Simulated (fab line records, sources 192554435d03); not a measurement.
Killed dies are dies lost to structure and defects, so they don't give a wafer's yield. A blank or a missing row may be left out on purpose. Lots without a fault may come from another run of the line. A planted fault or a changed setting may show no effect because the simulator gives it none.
fab line records | flow n5_finfet
record lots=5 wafers=15 last_day=17
route steps=1938 shown BEOL_M2@879 BEOL_M4@1111 PASSIVATION@1936
lots that met no fault: from a run of the same line without faults
start_h: hours from the record's first day to the start of the lot's first wafer shown | wait_h: hours since the lot's step before | " the same as in the row above | L1.1+2: a row that stands for several wafers | - no value, or no start given | * or withheld: withheld | < > ~ a bound
route shown NAME@n: a module of which the file shows steps, and the number in the route of the first | usual: mean/standard deviation of fault-free wafers | same: alike in all rows | chamber/n: place in a boat | sites: the reading at each site | _std_site: their standard deviation | _edge_site: outer sites' mean less inner sites' | radius_mm: how far each site lies from the wafer's centre | mask NAME#n: copy n | behind: the tool/chamber that last shaped the wafer | hold: why the lot was held/for how many hours/how that ended | device: the transistor (n, p or np) that didn't switch | end of line: the same wafers' tests at the end of the route | a step without rows: its recipe alone | killed: dies lost to structure and defects at the first sort, not the wafer's yield | map: a wafer's dies, x killed, . not, _ none there
set.NAME: the setting as run; set.NAME@STEP: as run at that earlier step | model.NAME: the simulator's own value behind a step, which no gauge read
lots at some steps of the route; a table a step, a row a wafer
services: from which hour (start_h, from the record's first day; less than 0 if before it) a tool's chamber was out of use, for how many hours, and why
## steps
# step N5_BEOL_M2_DESCUM_33
# recipe chemistry=O2 time_s=7 source_power_w=50 bias_power_w=20 pressure_mtorr=20 rf_frequency_hz=2.712e+07 temp_c=40 resist=CAR-EUV o2_flow_sccm=225
# step N5_BEOL_M2_ETCH_77
# recipe chemistry=N2/H2 target=underlayer target_depth_a=65 mask_material=CAR-EUV time_s=5.2 ion_energy_ev=200 pressure_mtorr=30 source_w=840 bias_w=150 n2_flow_sccm=200 h2_flow_sccm=200 ends=cleared
# step N5_BEOL_M2_ETCH_69
# recipe chemistry=CF4 target=SiARC target_depth_a=156 mask_material=CAR-EUV time_s=26 ion_energy_ev=80 pressure_mtorr=40 source_w=545 bias_w=36 Ar_flow_sccm=100 cf4_flow_sccm=100 ends=cleared
# step N5_BEOL_M2_ALD_98
# recipe material=SiO2 target_thk_a=25 temp_c=100 ald_precursor_family=BDEAS ald_co_reactant=O2-plasma pulse_time_s=1 co_reactant_pulse_time_s=1 purge_time_s=2 co_reactant_purge_time_s=2 ald_cycles=17 pressure_torr=2
# step N5_BEOL_M2_ETCHBACK_99
# recipe chemistry=CHF3 target=SiO2 target_depth_a=50 time_s=10.4 source_w=215 bias_w=47 Ar_flow_sccm=200 CHF3_flow_sccm=12 ion_energy_ev=100 pressure_mtorr=30
# step N5_BEOL_M2_ETCH_70
# recipe chemistry=N2/H2 target=SOC target_depth_a=800 overetch_a=240 mask_material=SiARC temp_c=40 time_s=130 ion_energy_ev=200 pressure_mtorr=30 source_w=840 bias_w=150 n2_flow_sccm=200 h2_flow_sccm=200
# step N5_BEOL_M2_STRIP_71
# recipe chemistry=N2/H2 temp_c=40 n2_flow_sccm=200 h2_flow_sccm=200 rf_frequency_hz=6e+07
# step N5_BEOL_M2_STRIP_78
# recipe chemistry=N2/H2 temp_c=40 n2_flow_sccm=200 h2_flow_sccm=200 rf_frequency_hz=6e+07
# step N5_BEOL_M2_VIA_ETCH_34
# recipe chemistry=C4F6/O2 target_depth_a=694 mask_material=SOC pressure_mtorr=15 ion_energy_ev=250 taper_deg=4 time_s=65.9 source_w=350 bias_w=170 Ar_flow_sccm=300 C4F6_flow_sccm=10 O2_flow_sccm=10
# step N5_BEOL_M2_STRIP_83
# recipe chemistry=C4F6/O2 resist=SiARC rf_frequency_hz=6e+07
# step N5_BEOL_M2_STRIP_36
# recipe chemistry=N2/H2 power_w=450 temp_c=40 pressure_mtorr=20 rf_frequency_hz=6e+07 overash_fraction=0.3 bias_power_w=7 h2_frac=0.5 n2_flow_sccm=200 h2_flow_sccm=200
# usual bias_power_w=7.002/0.021 chamber_pressure_mTorr=20.001/0.03 drypump_motor_current_A=5.7/0.5 oes_product_au=0.81/0.074 rf_vpp_V=59.0/1.4 showerhead_plenum_p_Torr=2.54/0.1 throttle_valve_pct=23.53/0.21
# columns lot.wafer tool chamber start_h wait_h bias_power_w chamber_pressure_mTorr drypump_motor_current_A oes_product_au rf_hours_counter_h rf_vpp_V showerhead_plenum_p_Torr throttle_valve_pct model.SOC_of_BEOL_M2_COAT_67.thk_nm model.SiO2_of_BEOL_M2_ALD_98.thk_nm
L717.1 rie_diel-01 1 217.78 0.0 - - - - - - - - 52 2.6
L717.2 " 3 " " - - - - - - - - 51.8 2.6
L717.5 " 3 " " - - - - - - - - 51.6 2.6
L718.1 rie_diel-02 0 221.71 0.0 - - - - - - - - 52.2 2.4
L718.2 " 1 " " - - - - - - - - 51.8 2.4
L718.4 " 2 " " - - - - - - - - 52 2.4
L719.1 rie_diel-02 0 233.07 0.0 - - - - - - - - 51.6 2.6
L719.2 " 1 " " - - - - - - - - 51.6 2.4
L719.3 " 3 " " - - - - - - - - 51.6 2.4
L726.3 rie_diel-01 1 268.89 0.0 7.002 19.931 5.3 0.66 253 60.4 2.50 23.82 0 0
L726.4 " 2 " " 7.013 20.010 6.4 0.87 - 58.4 2.47 23.25 0 0
L726.5 " 3 " " 6.997 20.021 5.7 0.80 - 59.2 2.46 23.48 0 0
L727.2 rie_diel-01 3 280.09 0.0 7.030 20.030 5.7 0.78 81 55.9 2.45 23.49 0 0
L727.4 " 2 " " 7.005 20.018 6.4 0.88 - 59.8 2.47 23.29 0 0
L727.6 " 0 " " 7.020 19.999 6.1 0.95 - 60.8 2.71 23.55 0 0
# step N5_BEOL_M2_TRENCH_ETCH_37
# recipe chemistry=C4F6/O2 target_depth_a=555.55 target=SiOC time_s=29.2 ion_energy_ev=250 pressure_mtorr=30 source_w=355 bias_w=185 Ar_flow_sccm=300 C4F6_flow_sccm=10 O2_flow_sccm=10
# step N5_BEOL_M2_ETCH_41
# recipe chemistry=CH3F/O2 target=SiCN target_depth_a=299 taper_deg=2 time_s=52.5 ion_energy_ev=120 mask_material=TiN pressure_mtorr=30 source_w=395 bias_w=75 Ar_flow_sccm=150 CH3F_flow_sccm=30 O2_flow_sccm=20
# usual chamber_pressure_mTorr=30.000/0.029 drypump_motor_current_A=5.7/0.49 oes_product_au=0.82/0.073 rf_vpp_V=297.3/1.6 showerhead_plenum_p_Torr=2.00/0.078 throttle_valve_pct=16.28/0.17
# columns lot.wafer tool chamber start_h wait_h chamber_pressure_mTorr drypump_motor_current_A oes_product_au rf_hours_counter_h rf_vpp_V showerhead_plenum_p_Torr throttle_valve_pct model.SOC_of_BEOL_M2_COAT_67.thk_nm
L717.1 rie_diel-01 1 217.85 0.0 30.011 5.3 0.67 232 296.3 1.97 16.50 35.8
L717.2 " 3 " " 29.963 5.8 0.82 55 296.5 1.94 16.31 35.8
L717.5 " 3 " " 29.962 5.7 0.82 - 295.4 1.94 16.30 35.4
L718.1 rie_diel-02 0 221.78 0.0 29.941 5.9 0.83 58 299.0 2.04 16.06 35.6
L718.2 " 1 " " 30.036 5.6 0.81 78 298.9 2.01 16.02 35.4
L718.4 " 2 " " 30.004 5.8 0.79 96 298.1 2.10 16.18 35.6
L719.1 rie_diel-02 0 233.14 0.0 29.994 5.8 0.83 63 296.8 2.04 16.08 35.2
L719.2 " 1 " " 29.998 5.6 0.81 82 298.6 2.01 16.01 35
L719.3 " 3 " " 29.959 4.7 0.80 94 296.9 1.92 16.39 35
L726.3 rie_diel-01 1 - - 29.957 5.3 0.67 253 294.6 1.97 16.53 0
L726.4 " 2 " " 30.003 6.4 0.88 - 297.3 1.95 16.12 0
L726.5 " 3 " " 30.008 5.7 0.81 - 295.5 1.93 16.32 0
L727.2 rie_diel-01 3 - - 30.038 5.7 0.80 81 296.0 1.93 16.35 0
L727.4 " 2 " " 30.023 6.3 0.86 - 294.1 1.94 16.12 0
L727.6 " 0 " " 30.034 6.1 0.97 - 300.0 2.14 16.17 0
# step N5_BEOL_M2_STRIP_97
# recipe chemistry=N2/H2 time_s=10 power_w=450 temp_c=40 pressure_mtorr=20 rf_frequency_hz=6e+07 bias_power_w=7 n2_flow_sccm=200 h2_flow_sccm=200
# step N5_BEOL_M4_RC_MEAS_101
# usual DIBL_N=36.1/1.5 DIBL_P=36.1/1.9 IOFF_N=0.159/0.029 IOFF_P=0.21/0.038 ION_N=675/11 ION_P=464/8.1 SS_N=71.5/0.57 SS_P=73.3/0.64 VT_N=249/3.1 VT_P=-250/3.8
# columns lot.wafer tool chamber start_h wait_h DIBL_N[mV/V] DIBL_P[mV/V] IOFF_N[nA/um] IOFF_P[nA/um] ION_N[uA/um] ION_P[uA/um] SS_N[mV/dec] SS_P[mV/dec] VT_N[mV] VT_P[mV]
L726.3 prober-02 0 306.34 0.3 36.7 36.3 0.176 0.27 684 475 70.9 73.5 246 -244
L726.4 " 0 " " 35.1 35.1 0.153 0.27 675 482 70.9 73.0 249 -242
L726.5 " 0 " " 37.2 36.5 0.166 0.28 673 471 72.3 73.6 251 -243
L727.2 prober-01 0 321.60 0.2 36.2 37.9 0.192 0.27 679 475 71.6 74.0 246 -244
L727.4 " 0 " " 34.7 35.0 0.153 0.21 683 473 71.3 73.3 249 -250
L727.6 " 0 " " 36.2 36.5 0.183 0.23 682 463 71.3 74.1 248 -248
# step N5_PASSIVATION_PROBE_49
# usual defect_limited_yield=91.5/1.6 killed_at_M0_to_M3=33/10 killed_at_M4_up=13/5.6 killed_at_contacts=13/6 killed_at_front_end=39/12 killed_at_other=3.0/2.8 killed_dies=101/19 killed_on_rim=13/4 killed_open=65/13 killed_short=32/8.3 sort_bin_5_function=5.0/1 sort_bin_6_memory=3.1/0.69 sort_n_pass=1079/19 sort_yield_pct=91.5/1.6
# same gross_dies=1180 killed_at_back_side=0 sort_bin_4_leakage[%]=0 sort_bin_8_speed[%]=0
# columns lot.wafer tool chamber start_h wait_h defect_limited_yield[%] killed_at_M0_to_M3 killed_at_M4_up killed_at_contacts killed_at_front_end killed_at_other killed_dies killed_on_rim killed_open killed_short sort_bin_5_function[%] sort_bin_6_memory[%] sort_n_pass sort_yield_pct[%]
L717.1 prober-02 - 353.76 0.0 0 1092 17 10 60 1 1180 152 69 43 95.8 3.7 0 0
L717.2 prober-02 - 353.81 0.1 0 1127 5 10 37 1 1180 152 57 32 97.0 2.6 0 0
L717.5 prober-02 - 353.96 0.2 0 1115 7 7 44 7 1180 152 58 27 96.6 3.2 0 0
L718.1 prober-01 - 355.45 0.0 0 1124 4 17 34 1 1180 152 64 23 96.9 3.0 0 0
L718.2 prober-01 - 355.50 0.1 0 1110 10 15 42 3 1180 152 56 29 97.1 2.6 0 0
L718.4 prober-01 - 355.60 0.2 0 1124 15 21 17 3 1180 152 59 27 97.5 2.3 0 0
L719.1 prober-02 - 360.01 0.0 0 1112 14 6 40 8 1180 152 79 24 97.2 2.2 0 0
L719.2 prober-02 - 360.06 0.1 0 1091 22 15 51 1 1180 152 81 36 96.0 3.5 0 0
L719.3 prober-02 - 360.11 0.1 0 1124 5 10 32 9 1180 152 62 28 97.1 2.7 0 0
# killed by level:class
L717.1 BEOL_M2:area_etch=1067 FIN_SAQP:geometric_particle:short=15 FIN_SAQP:geometric_particle:open=9 BEOL_M4:geometric_particle:open=9 MOL_CONTACT_COAG:geometric_particle:open=8 DUMMY_GATE:geometric_particle:open=7 GATE_CUT:geometric_particle:short=7 BEOL_M2:geometric_particle:open=6
L717.2 BEOL_M2:area_etch=1091 BEOL_M2:geometric_particle:open=11 FIN_SAQP:geometric_particle:open=10 GATE_CUT:geometric_particle:short=7 MOL_CONTACT_COAG:geometric_particle:open=7 BEOL_M3:geometric_particle:open=7 FIN_SAQP:geometric_particle:short=6 BEOL_M1:geometric_particle:open=6
L717.5 BEOL_M2:area_etch=1095 FIN_SAQP:geometric_particle:open=12 FIN_SAQP:geometric_particle:short=11 BEOL_M2:geometric_particle:open=9 GATE_CUT:geometric_particle:short=7 GATE_CUT:geometric_particle:open=7 BEOL_M4:geometric_particle:open=6 MOL_CONTACT_COAG:geometric_particle:open=5
L718.1 BEOL_M2:area_etch=1093 MOL_CONTACT_COAG:geometric_particle:open=14 FIN_SAQP:geometric_particle:open=10 FIN_SAQP:geometric_particle:short=8 BEOL_M1:geometric_particle:open=8 BEOL_M3:geometric_particle:open=7 BEOL_M0_SAQP:geometric_particle:open=6 BEOL_M2:geometric_particle:open=5
L718.2 BEOL_M2:area_etch=1095 MOL_CONTACT_COAG:geometric_particle:open=11 FIN_SAQP:geometric_particle:open=10 GATE_CUT:geometric_particle:short=6 FIN_SAQP:geometric_particle:short=5 BEOL_M4:geometric_particle:open=5 GATE_CUT:geometric_particle:open=4 MOL_CONTACT_COAG:geometric_particle:short=4
L718.4 BEOL_M2:area_etch=1094 MOL_CONTACT_COAG:geometric_particle:open=17 BEOL_M3:geometric_particle:open=10 BEOL_M0_SAQP:geometric_particle:open=5 BEOL_M4:geometric_particle:open=5 MOL_CONTACT_COAG:geometric_particle:short=4 DUMMY_GATE:geometric_particle:open=3 BEOL_M0_SAQP:geometric_particle:short=3
L719.1 BEOL_M2:area_etch=1077 STI_FIN_REVEAL:geometric_particle:open=12 DUMMY_GATE:geometric_particle:open=12 BEOL_M0_SAQP:geometric_particle:open=9 BEOL_M4:geometric_particle:open=7 MOL_CONTACT_COAG:geometric_particle:open=5 BEOL_M0:geometric_particle:open=5 BEOL_M1:geometric_particle:open=5
L719.2 BEOL_M2:area_etch=1063 MOL_CONTACT_COAG:geometric_particle:open=13 DUMMY_GATE:geometric_particle:open=10 BEOL_M3:geometric_particle:open=9 BEOL_M4:geometric_particle:open=8 STI_FIN_REVEAL:geometric_particle:open=6 GATE_CUT:geometric_particle:short=6 BEOL_M1:geometric_particle:open=6
L719.3 BEOL_M2:area_etch=1090 BEOL_M2:geometric_particle:open=11 MOL_CONTACT_COAG:geometric_particle:open=10 DUMMY_GATE:geometric_particle:open=9 BEOL_M0_SAQP:geometric_particle:short=8 FIN_SAQP:geometric_particle:open=6 PAD_METAL:geometric_particle:open=5 BEOL_M0:geometric_particle:open=4
# map L717.1 (x killed, . not)
_________________xxxxxxxxxxxx________________
______________xxxxxxxxxxxxxxxxxx_____________
___________xxxxxxxxxxxxxxxxxxxxxxxx__________
__________xxxxxxxxxxxxxxxxxxxxxxxxxx_________
________xxxxxxxxxxxxxxxxxxxxxxxxxxxxxx_______
_______xxxxxxxxxxxxxxxxxxxxxxxxxxxxxxxx______
______xxxxxxxxxxxxxxxxxxxxxxxxxxxxxxxxxx_____
_____xxxxxxxxxxxxxxxxxxxxxxxxxxxxxxxxxxxx____
____xxxxxxxxxxxxxxxxxxxxxxxxxxxxxxxxxxxxxx___
___xxxxxxxxxxxxxxxxxxxxxxxxxxxxxxxxxxxxxxxx__
___xxxxxxxxxxxxxxxxxxxxxxxxxxxxxxxxxxxxxxxx__
__xxxxxxxxxxxxxxxxxxxxxxxxxxxxxxxxxxxxxxxxxx_
__xxxxxxxxxxxxxxxxxxxxxxxxxxxxxxxxxxxxxxxxxx_
_xxxxxxxxxxxxxxxxxxxxxxxxxxxxxxxxxxxxxxxxxxxx
_xxxxxxxxxxxxxxxxxxxxxxxxxxxxxxxxxxxxxxxxxxxx
_xxxxxxxxxxxxxxxxxxxxxxxxxxxxxxxxxxxxxxxxxxxx
_xxxxxxxxxxxxxxxxxxxxxxxxxxxxxxxxxxxxxxxxxxxx
_xxxxxxxxxxxxxxxxxxxxxxxxxxxxxxxxxxxxxxxxxxxx
_xxxxxxxxxxxxxxxxxxxxxxxxxxxxxxxxxxxxxxxxxxxx
_xxxxxxxxxxxxxxxxxxxxxxxxxxxxxxxxxxxxxxxxxxxx
_xxxxxxxxxxxxxxxxxxxxxxxxxxxxxxxxxxxxxxxxxxxx
__xxxxxxxxxxxxxxxxxxxxxxxxxxxxxxxxxxxxxxxxxx_
__xxxxxxxxxxxxxxxxxxxxxxxxxxxxxxxxxxxxxxxxxx_
___xxxxxxxxxxxxxxxxxxxxxxxxxxxxxxxxxxxxxxxx__
___xxxxxxxxxxxxxxxxxxxxxxxxxxxxxxxxxxxxxxxx__
____xxxxxxxxxxxxxxxxxxxxxxxxxxxxxxxxxxxxxx___
_____xxxxxxxxxxxxxxxxxxxxxxxxxxxxxxxxxxxx____
______xxxxxxxxxxxxxxxxxxxxxxxxxxxxxxxxxx_____
_______xxxxxxxxxxxxxxxxxxxxxxxxxxxxxxxx______
________xxxxxxxxxxxxxxxxxxxxxxxxxxxxxx_______
__________xxxxxxxxxxxxxxxxxxxxxxxxxx_________
___________xxxxxxxxxxxxxxxxxxxxxxxx__________
______________xxxxxxxxxxxxxxxxxx_____________
_________________xxxxxxxxxxxx________________
# map L718.1 (x killed, . not)
_________________xxxxxxxxxxxx________________
______________xxxxxxxxxxxxxxxxxx_____________
___________xxxxxxxxxxxxxxxxxxxxxxxx__________
__________xxxxxxxxxxxxxxxxxxxxxxxxxx_________
________xxxxxxxxxxxxxxxxxxxxxxxxxxxxxx_______
_______xxxxxxxxxxxxxxxxxxxxxxxxxxxxxxxx______
______xxxxxxxxxxxxxxxxxxxxxxxxxxxxxxxxxx_____
_____xxxxxxxxxxxxxxxxxxxxxxxxxxxxxxxxxxxx____
____xxxxxxxxxxxxxxxxxxxxxxxxxxxxxxxxxxxxxx___
___xxxxxxxxxxxxxxxxxxxxxxxxxxxxxxxxxxxxxxxx__
___xxxxxxxxxxxxxxxxxxxxxxxxxxxxxxxxxxxxxxxx__
__xxxxxxxxxxxxxxxxxxxxxxxxxxxxxxxxxxxxxxxxxx_
__xxxxxxxxxxxxxxxxxxxxxxxxxxxxxxxxxxxxxxxxxx_
_xxxxxxxxxxxxxxxxxxxxxxxxxxxxxxxxxxxxxxxxxxxx
_xxxxxxxxxxxxxxxxxxxxxxxxxxxxxxxxxxxxxxxxxxxx
_xxxxxxxxxxxxxxxxxxxxxxxxxxxxxxxxxxxxxxxxxxxx
_xxxxxxxxxxxxxxxxxxxxxxxxxxxxxxxxxxxxxxxxxxxx
_xxxxxxxxxxxxxxxxxxxxxxxxxxxxxxxxxxxxxxxxxxxx
_xxxxxxxxxxxxxxxxxxxxxxxxxxxxxxxxxxxxxxxxxxxx
_xxxxxxxxxxxxxxxxxxxxxxxxxxxxxxxxxxxxxxxxxxxx
_xxxxxxxxxxxxxxxxxxxxxxxxxxxxxxxxxxxxxxxxxxxx
__xxxxxxxxxxxxxxxxxxxxxxxxxxxxxxxxxxxxxxxxxx_
__xxxxxxxxxxxxxxxxxxxxxxxxxxxxxxxxxxxxxxxxxx_
___xxxxxxxxxxxxxxxxxxxxxxxxxxxxxxxxxxxxxxxx__
___xxxxxxxxxxxxxxxxxxxxxxxxxxxxxxxxxxxxxxxx__
____xxxxxxxxxxxxxxxxxxxxxxxxxxxxxxxxxxxxxx___
_____xxxxxxxxxxxxxxxxxxxxxxxxxxxxxxxxxxxx____
______xxxxxxxxxxxxxxxxxxxxxxxxxxxxxxxxxx_____
_______xxxxxxxxxxxxxxxxxxxxxxxxxxxxxxxx______
________xxxxxxxxxxxxxxxxxxxxxxxxxxxxxx_______
__________xxxxxxxxxxxxxxxxxxxxxxxxxx_________
___________xxxxxxxxxxxxxxxxxxxxxxxx__________
______________xxxxxxxxxxxxxxxxxx_____________
_________________xxxxxxxxxxxx________________
## services
# columns tool chamber start_h hours kind
rie_diel-01 0 239.19 - clean
rie_diel-01 0 239.19 - consumable_replace:focus_ring
rie_diel-01 0 239.19 - consumable_replace:showerhead
rie_diel-01 0 239.19 32.1 scheduled_down
rie_diel-01 0 239.19 32.1 vent_cycle
rie_diel-02 1 259.35 18.6 repair
rie_diel-01 1 271.35 - clean
rie_diel-01 1 271.35 - consumable_replace:focus_ring
rie_diel-01 1 271.35 14.4 scheduled_down
rie_diel-01 1 271.35 14.4 vent_cycle
## key
first_sign step=N5_BEOL_M2_STRIP_36 reading=tool_record direction=missing
effect step=N5_PASSIVATION_PROBE_49 reading=killed_at_M0_to_M3 direction=up sigmas=99+ usual=33 struck=1113
model_effect step=N5_BEOL_M2_STRIP_36 value=SOC_of_BEOL_M2_COAT_67.thk_nm without=0 struck=51.8
model_effect step=N5_BEOL_M2_ETCH_41 value=SOC_of_BEOL_M2_COAT_67.thk_nm without=0 struck=35.42
more_kills_born_at N5_BEOL_M2_ETCH_41@rie_diel-02=6512 N5_BEOL_M2_ETCH_41@rie_diel-01=3253
met_at N5_BEOL_M2_STRIP_36
struck_wafers L717.1,L717.2,L717.5,L718.1,L718.2,L718.4,L719.1,L719.2,L719.3
later_rows_left_out L717.1,L717.2,L717.5,L718.1,L718.2,L718.4,L719.1,L719.2,L719.3
fault kind=skipped_step_whole tool=rie_diel-01,rie_diel-02 chamber=- onset_h=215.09 steps=N5_BEOL_M2_STRIP_36 scope=struck_lots_only
# later_rows_left_out: the simulator's readings of these wafers behind a module that went badly wrong aren't trusted and aren't shown, but for the sort
